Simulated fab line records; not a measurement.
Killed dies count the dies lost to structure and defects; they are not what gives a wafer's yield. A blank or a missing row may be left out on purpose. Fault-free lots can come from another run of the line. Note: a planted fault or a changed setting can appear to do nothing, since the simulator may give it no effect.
fab line records | flow n5Finfet
[record] lots = 14 | wafers = 41 | lastDay = 17
route steps=1938 shown BEOL_M4@1034
lots that met no fault: taken from a fault-free run of the same line
startH: hours from the record's opening day to when the first of the lot's shown wafers began | waitH: how many hours have passed since the lot's step before this one | " repeats the value in the row above | L1.1+2: one row covering several wafers at once | - no value, or no start was given | * or withheld: withheld | < > ~ a bound
route shown NAME@n: names a module that has steps shown in the file, with the first one's number in the route | usual: the fault-free wafers' mean and standard deviation | same: alike in all rows | chamber/n: place in a boat | sites: per-site readings | _std_site: their standard deviation | _edge_site: outer sites' mean less inner sites' | radiusMm: how far each site lies from the wafer's centre | mask NAME#n: copy n | behind: the most recent tool/chamber to have shaped the wafer | hold: reason for holding the lot/hours on hold/outcome of the hold | device: the transistor (n, p or np) that didn't switch | end of line: at the end of the route, the tests of the same wafers | a step given without rows: its recipe and nothing more | killed: dies that structure and defects cost at the first sort, which is not the same as the wafer's yield | map: a wafer's dies, x killed, . not, _ none there
set.NAME: setting as actually run; set.NAME@STEP: the setting as run at that earlier step | model.NAME: the simulator's own value behind a step, which no gauge read
steps of the route over a sample of lots; a table a step, a row a wafer
services: from which hour (startH, from the record's first day; less than 0 if before it) a tool's chamber was out of use, for how many hours, and why
[[steps]]
[step N5_BEOL_M4_CD_MEAS_11]
[recipe] targetCdNm = 16.79 | landingEnergyEv = 500 | detector = seInlens | polarity = opening
[usual] cdNm = 16.80/0.22
[same] landingEnergyEv = 500
lot.wafer | tool     | chamber | startH | waitH | cdNm
L818.3    | cdSem-02 | 0       | 169.36 | -     | 16.67
L818.4    | "        | 0       | "      | "     | 16.62
L818.6    | "        | 0       | "      | "     | 16.73
L820.1    | cdSem-02 | 0       | 185.66 | -     | 16.90
L820.3    | "        | 0       | "      | "     | 16.86
L820.6    | "        | 0       | "      | "     | 16.95
L822.1    | cdSem-01 | 0       | 188.45 | -     | 16.61
L822.2    | "        | 0       | "      | "     | 16.92
L822.4    | "        | 0       | "      | "     | 16.49
L821.1    | cdSem-02 | 0       | 191.94 | -     | 16.48
L821.3    | "        | 0       | "      | "     | 16.82
L821.5    | "        | 0       | "      | "     | 16.94
L823.2    | cdSem-02 | 0       | 199.38 | -     | 16.67
L823.5    | "        | 0       | "      | "     | 16.77
L823.6    | "        | 0       | "      | "     | 16.37
L824.1    | cdSem-01 | 0       | 201.67 | -     | 16.82
L824.2    | "        | 0       | "      | "     | 16.68
L824.3    | "        | 0       | "      | "     | 16.93
L825.3    | cdSem-01 | 0       | 211.18 | -     | 16.89
L825.4    | "        | 0       | "      | "     | 17.22
L828.2    | cdSem-01 | 0       | 225.15 | -     | 16.76
L828.3    | "        | 0       | "      | "     | 16.93
L828.5    | "        | 0       | "      | "     | 16.46
L829.3    | cdSem-02 | 0       | 236.37 | -     | 16.59
L829.4    | "        | 0       | "      | "     | 16.73
L829.5    | "        | 0       | "      | "     | 16.90
L830.1    | cdSem-03 | 0       | 240.11 | -     | 16.73
L830.3    | "        | 0       | "      | "     | 16.57
L830.5    | "        | 0       | "      | "     | 16.75
L835.2    | cdSem-01 | 0       | 270.21 | -     | 17.22
L835.4    | "        | 0       | "      | "     | 16.90
L835.5    | "        | 0       | "      | "     | 16.63
L836.1    | cdSem-03 | 0       | 276.29 | -     | 16.84
L836.2    | "        | 0       | "      | "     | 17.18
L836.3    | "        | 0       | "      | "     | 17.13
L837.2    | cdSem-01 | 0       | 279.90 | -     | 16.49
L837.3    | "        | 0       | "      | "     | 16.82
L837.5    | "        | 0       | "      | "     | 16.93
L839.1    | cdSem-03 | 0       | 288.80 | -     | 16.89
L839.3    | "        | 0       | "      | "     | 17.08
L839.5    | "        | 0       | "      | "     | 17.02
[step N5_BEOL_M4_OVL_MEAS_12]
[recipe] pointsPerWafer = 522
[usual] M4_OVL = 0.7/0.74
lot.wafer | tool       | chamber | startH | waitH | M4_OVL[nm]
L818.3    | overlay-01 | 0       | 169.40 | 0.0   | -0.9
L818.4    | "          | 0       | "      | "     | -0.4
L818.6    | "          | 0       | "      | "     | -0.7
L820.1    | overlay-01 | 0       | 185.69 | 0.0   | 1.2
L820.3    | "          | 0       | "      | "     | 0.8
L820.6    | "          | 0       | "      | "     | 0.8
L822.1    | overlay-02 | 0       | 188.48 | 0.0   | 1.2
L822.2    | "          | 0       | "      | "     | 1.3
L822.4    | "          | 0       | "      | "     | 0.7
L821.1    | overlay-02 | 0       | 191.97 | 0.0   | 1.1
L821.3    | "          | 0       | "      | "     | 1.0
L821.5    | "          | 0       | "      | "     | 1.5
L823.2    | overlay-02 | 0       | 199.42 | 0.0   | 0.2
L823.5    | "          | 0       | "      | "     | 0.5
L823.6    | "          | 0       | "      | "     | 0.7
L824.1    | overlay-01 | 0       | 201.70 | 0.0   | 1.8
L824.2    | "          | 0       | "      | "     | 0.8
L824.3    | "          | 0       | "      | "     | 0.8
L825.3    | overlay-02 | 0       | 211.22 | 0.0   | 0.7
L825.4    | "          | 0       | "      | "     | 0.5
L828.2    | overlay-02 | 0       | 225.19 | 0.0   | 0.3
L828.3    | "          | 0       | "      | "     | -0.3
L828.5    | "          | 0       | "      | "     | 0.5
L829.3    | overlay-01 | 0       | 236.41 | 0.0   | 0.4
L829.4    | "          | 0       | "      | "     | -0.1
L829.5    | "          | 0       | "      | "     | 2.0
L830.1    | overlay-01 | 0       | 240.14 | 0.0   | 0.3
L830.3    | "          | 0       | "      | "     | 0.2
L830.5    | "          | 0       | "      | "     | 0.8
L835.2    | overlay-02 | 0       | 270.24 | 0.0   | 1.4
L835.4    | "          | 0       | "      | "     | 1.2
L835.5    | "          | 0       | "      | "     | 0.7
L836.1    | overlay-02 | 0       | 276.32 | 0.0   | 0.1
L836.2    | "          | 0       | "      | "     | 0.0
L836.3    | "          | 0       | "      | "     | 0.8
L837.2    | overlay-02 | 0       | 279.94 | 0.0   | 0.5
L837.3    | "          | 0       | "      | "     | 0.2
L837.5    | "          | 0       | "      | "     | 0.5
L839.1    | overlay-02 | 0       | 288.83 | 0.0   | 1.2
L839.3    | "          | 0       | "      | "     | 1.5
L839.5    | "          | 0       | "      | "     | 1.6
[step N5_BEOL_M4_DEVELOP_27]
[recipe] developTimeS = 30 | developer = TMAH | resist = CAR-EUV | rinseLiquid = surfactantRinse | dry = airSpin | devTempC = 23
[usual] chillPlateTempC = 22.99/0.12 | developTimeS = 30/0 | resistLineTempC = 23.02/0.12
lot.wafer | tool          | chamber | startH | waitH | chillPlateTempC | developTimeS | resistLineTempC
L818.3    | lithoTrack-03 | 0       | 171.14 | -     | 22.97           | 30           | 23.03
L818.4    | "             | 0       | "      | "     | 23.09           | 30           | 22.98
L818.6    | "             | 0       | "      | "     | 23.16           | 30           | 23.04
L820.1    | lithoTrack-04 | 0       | 186.57 | -     | 22.92           | 30           | 22.89
L820.3    | "             | 0       | "      | "     | 22.74           | 30           | 22.97
L820.6    | "             | 0       | "      | "     | 22.87           | 30           | 22.84
L822.1    | lithoTrack-03 | 0       | 189.28 | -     | 22.80           | 30           | 22.93
L822.2    | "             | 0       | "      | "     | 22.96           | 30           | 23.00
L822.4    | "             | 0       | "      | "     | 22.84           | 30           | 22.93
L821.1    | lithoTrack-01 | 0       | 193.09 | -     | 22.83           | 30           | 23.25
L821.3    | "             | 0       | "      | "     | 22.95           | 30           | 23.20
L821.5    | "             | 0       | "      | "     | 22.85           | 30           | 23.21
L823.2    | lithoTrack-04 | 0       | 200.32 | -     | 22.96           | 30           | 23.03
L823.5    | "             | 0       | "      | "     | 22.91           | 30           | 23.03
L823.6    | "             | 0       | "      | "     | 23.05           | 30           | 23.13
L824.1    | lithoTrack-01 | 0       | 202.70 | -     | 22.90           | 30           | 23.09
L824.2    | "             | 0       | "      | "     | 22.83           | 30           | 22.96
L824.3    | "             | 0       | "      | "     | 23.01           | 30           | 22.96
L825.3    | lithoTrack-01 | 0       | 212.08 | -     | 23.05           | 30           | 23.06
L825.4    | "             | 0       | "      | "     | 23.11           | 30           | 23.05
L828.2    | lithoTrack-04 | 0       | 227.01 | -     | 23.09           | 30           | 23.00
L828.3    | "             | 0       | "      | "     | 23.12           | 30           | 22.92
L828.5    | "             | 0       | "      | "     | 23.26           | 30           | 22.80
L829.3    | lithoTrack-01 | -       | 237.35 | -     | -               | -            | -
L829.4    | "             | -       | "      | "     | -               | -            | -
L829.5    | "             | -       | "      | "     | -               | -            | -
L830.1    | lithoTrack-01 | -       | 241.09 | -     | -               | -            | -
L830.3    | "             | -       | "      | "     | -               | -            | -
L830.5    | "             | -       | "      | "     | -               | -            | -
L835.2    | lithoTrack-03 | 0       | 271.02 | -     | 23.01           | 30           | 22.98
L835.4    | "             | 0       | "      | "     | 22.95           | 30           | 23.01
L835.5    | "             | 0       | "      | "     | 22.87           | 30           | 22.96
L836.1    | lithoTrack-04 | 0       | 277.37 | -     | 23.00           | 30           | 23.21
L836.2    | "             | 0       | "      | "     | 23.06           | 30           | 22.94
L836.3    | "             | 0       | "      | "     | 22.97           | 30           | 23.13
L837.2    | lithoTrack-04 | 0       | 280.72 | -     | 22.90           | 30           | 22.94
L837.3    | "             | 0       | "      | "     | 23.00           | 30           | 22.86
L837.5    | "             | 0       | "      | "     | 22.91           | 30           | 22.94
L839.1    | lithoTrack-04 | 0       | 289.63 | -     | 23.07           | 30           | 23.01
L839.3    | "             | 0       | "      | "     | 22.86           | 30           | 23.04
L839.5    | "             | 0       | "      | "     | 22.91           | 30           | 22.98
[step N5_BEOL_M4_VIA_ETCH_34]
[recipe] chemistry = C4F6/O2 | targetDepthA = 694 | maskMaterial = SOC | pressureMtorr = 15 | ionEnergyEv = 250 | taperDeg = 4 | timeS = 65.9 | sourceW = 350 | biasW = 170 | Ar_flow_sccm = 300 | C4F6_flow_sccm = 10 | O2_flow_sccm = 10
[usual] drypumpMotorCurrentA = 5.8/0.5 | oes_o_777_au = 0.78/0.065 | oesProductAu = 0.77/0.072 | rfVppV = 658/14 | showerheadPlenumPTorr = 2.87/0.054 | throttleValvePct = 30.9/0.38
lot.wafer | tool       | chamber | startH | waitH | drypumpMotorCurrentA | oes_o_777_au | oesProductAu | rfHoursCounterH | rfVppV | showerheadPlenumPTorr | throttleValvePct
L818.3    | rieDiel-06 | 3       | 175.37 | 0.0   | 5.7                  | 0.83         | 0.82         | 90              | 675    | 2.89                  | 31.2
L818.4    | "          | 2       | "      | "     | 5.5                  | 0.77         | 0.77         | 115             | 647    | 2.86                  | 30.7
L818.6    | "          | 0       | "      | "     | 6.4                  | 0.71         | 0.70         | -               | 645    | 2.82                  | 31.3
L820.1    | rieDiel-05 | 1       | 187.56 | 0.0   | 6.2                  | 0.84         | 0.83         | 88              | 681    | 2.88                  | 31.2
L820.3    | "          | 3       | "      | "     | 5.5                  | 0.84         | 0.80         | 95              | 656    | 2.97                  | 30.5
L820.6    | "          | 0       | "      | "     | 5.5                  | 0.79         | 0.79         | -               | 677    | 2.87                  | 31.1
L822.1    | rieDiel-02 | 1       | 191.80 | 0.0   | 6.3                  | 0.69         | 0.70         | 226             | 658    | 2.81                  | 30.6
L822.2    | "          | 2       | "      | "     | 5.1                  | 0.72         | 0.72         | 192             | 650    | 2.85                  | 31.5
L822.4    | "          | 0       | "      | "     | 6.5                  | 0.86         | 0.86         | 58              | 659    | 2.98                  | 30.6
L821.1    | rieDiel-02 | 1       | 195.03 | 0.0   | 6.2                  | 0.68         | 0.70         | 228             | 659    | 2.81                  | 30.6
L821.3    | "          | 0       | "      | "     | 6.5                  | 0.85         | 0.86         | 59              | 660    | 2.98                  | 30.6
L821.5    | "          | 3       | "      | "     | 5.9                  | 0.80         | 0.76         | -               | 634    | 2.85                  | 31.0
L823.2    | rieDiel-06 | 3       | 201.03 | 0.0   | 5.7                  | 0.80         | 0.82         | 100             | 675    | 2.89                  | 31.2
L823.5    | "          | 0       | "      | "     | 6.4                  | 0.71         | 0.69         | -               | 644    | 2.81                  | 31.3
L823.6    | "          | 3       | "      | "     | 5.7                  | 0.81         | 0.82         | -               | 674    | 2.89                  | 31.2
L824.1    | rieDiel-02 | 0       | 204.40 | 0.0   | 6.5                  | 0.85         | 0.85         | 63              | 656    | 2.98                  | 30.6
L824.2    | "          | 3       | "      | "     | 5.9                  | 0.80         | 0.74         | 128             | 635    | 2.85                  | 31.0
L824.3    | "          | 1       | "      | "     | 6.2                  | 0.69         | 0.70         | 231             | 659    | 2.81                  | 30.6
L825.3    | rieDiel-05 | 3       | 217.96 | 0.0   | 5.5                  | 0.83         | 0.82         | 106             | 657    | 2.97                  | 30.5
L825.4    | "          | 1       | "      | "     | 6.2                  | 0.83         | 0.82         | 99              | 681    | 2.88                  | 31.2
L828.2    | rieDiel-02 | 0       | 228.54 | 0.0   | 6.5                  | 0.84         | 0.85         | 73              | 659    | 2.97                  | 30.6
L828.3    | "          | 3       | "      | "     | 5.9                  | 0.79         | 0.75         | 137             | 635    | 2.85                  | 31.0
L828.5    | "          | 1       | "      | "     | 6.3                  | 0.68         | 0.70         | -               | 658    | 2.81                  | 30.7
L829.3    | rieDiel-06 | 0       | 241.97 | 0.0   | 6.4                  | 0.70         | 0.68         | 227             | 644    | 2.80                  | 31.3
L829.4    | "          | 1       | "      | "     | 5.7                  | 0.71         | 0.69         | 227             | 658    | 2.90                  | 30.7
L829.5    | "          | 3       | "      | "     | 5.7                  | 0.80         | 0.81         | -               | 674    | 2.88                  | 31.2
L830.1    | rieDiel-02 | 0       | 250.31 | 0.0   | 6.5                  | 0.83         | 0.82         | 81              | 660    | 2.97                  | 30.6
L830.3    | "          | 3       | "      | "     | 5.8                  | 0.79         | 0.74         | 144             | 635    | 2.84                  | 31.0
L830.5    | "          | 1       | "      | "     | 6.3                  | 0.68         | 0.68         | -               | 657    | 2.80                  | 30.7
L835.2    | rieDiel-02 | 2       | 275.64 | 0.0   | 5.1                  | 0.70         | 0.69         | 218             | 650    | 2.84                  | 31.5
L835.4    | "          | 0       | "      | "     | 6.5                  | 0.82         | 0.81         | 92              | 658    | 2.96                  | 30.6
L835.5    | "          | 3       | "      | "     | 5.9                  | 0.77         | 0.73         | -               | 634    | 2.84                  | 31.0
L836.1    | rieDiel-05 | 0       | 279.07 | 0.0   | 5.5                  | 0.76         | 0.76         | 157             | 675    | 2.86                  | 31.2
L836.2    | "          | 2       | "      | "     | 4.9                  | 0.70         | 0.71         | 222             | 678    | 2.91                  | 30.3
L836.3    | "          | 1       | "      | "     | 6.2                  | 0.81         | 0.79         | 124             | 680    | 2.87                  | 31.2
L837.2    | rieDiel-02 | 3       | 284.28 | 0.0   | 5.9                  | 0.77         | 0.73         | 159             | 633    | 2.84                  | 31.0
L837.3    | "          | 0       | "      | "     | 6.5                  | 0.82         | 0.80         | 96              | 658    | 2.96                  | 30.6
L837.5    | "          | 1       | "      | "     | 6.3                  | 0.93         | 0.97         | -               | 659    | 2.80                  | 30.2
L839.1    | rieDiel-02 | 0       | 299.45 | 0.0   | 6.6                  | 0.80         | 0.80         | 102             | 659    | 2.96                  | 30.6
L839.3    | "          | 1       | "      | "     | 6.3                  | 0.92         | 0.95         | 11              | 658    | 2.80                  | 30.2
L839.5    | "          | 0       | "      | "     | 6.6                  | 0.80         | 0.80         | -               | 658    | 2.96                  | 30.6
[[services]]
tool          | chamber | startH | hours | kind
rieDiel-02    | -       | 156.72 | 16.8  | repair
rieDiel-06    | 1       | 161.09 | 4.9   | repair
rieDiel-05    | 2       | 164.28 | 5.6   | repair
lithoTrack-03 | -       | 176.20 | -     | consumableReplace:filter
lithoTrack-01 | -       | 207.81 | -     | consumableReplace:filter
rieDiel-06    | 3       | 211.16 | 15.1  | repair
rieDiel-02    | 2       | 226.34 | 13.2  | repair
rieDiel-06    | 1       | 233.21 | 4.6   | repair
rieDiel-06    | -       | 242.52 | 0.3   | repair
rieDiel-02    | 1       | 251.75 | -     | clean
rieDiel-02    | 1       | 251.75 | -     | consumableReplace:focusRing
rieDiel-02    | 1       | 251.75 | 19.5  | scheduledDown
rieDiel-02    | 1       | 251.75 | 19.5  | ventCycle
rieDiel-06    | 0       | 289.58 | 6.3   | repair
lithoTrack-01 | -       | 299.16 | -     | consumableReplace:filter
[[key]]
[firstSign] step = N5_BEOL_M4_DEVELOP_27 | reading = toolRecord | direction = missing
effect none on later readings
metAt N5_BEOL_M4_DEVELOP_27
struckLots L829,L830
laterRowsLeftOut L829.3,L829.4,L829.5,L830.1,L830.3,L830.5
sortLeftOut L829.3,L829.4,L829.5,L830.1,L830.3,L830.5
notActingAt N5_BEOL_M4_CD_MEAS_11,N5_BEOL_M4_OVL_MEAS_12,N5_BEOL_M4_VIA_ETCH_34
onsetBetween 212.08 237.35
[fault] kind = skippedStepWhole | tool = lithoTrack-01 | chamber = - | onsetH = 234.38 | steps = N5_BEOL_M4_DEVELOP_27 | scope = struckLotsOnly
// sortLeftOut: the simulated sort isn't trusted on such a fault, so these wafers' sort isn't shown, and their yield isn't known
// laterRowsLeftOut: the simulator's readings of these wafers behind a module that went badly wrong aren't trusted and aren't shown, but for the sort
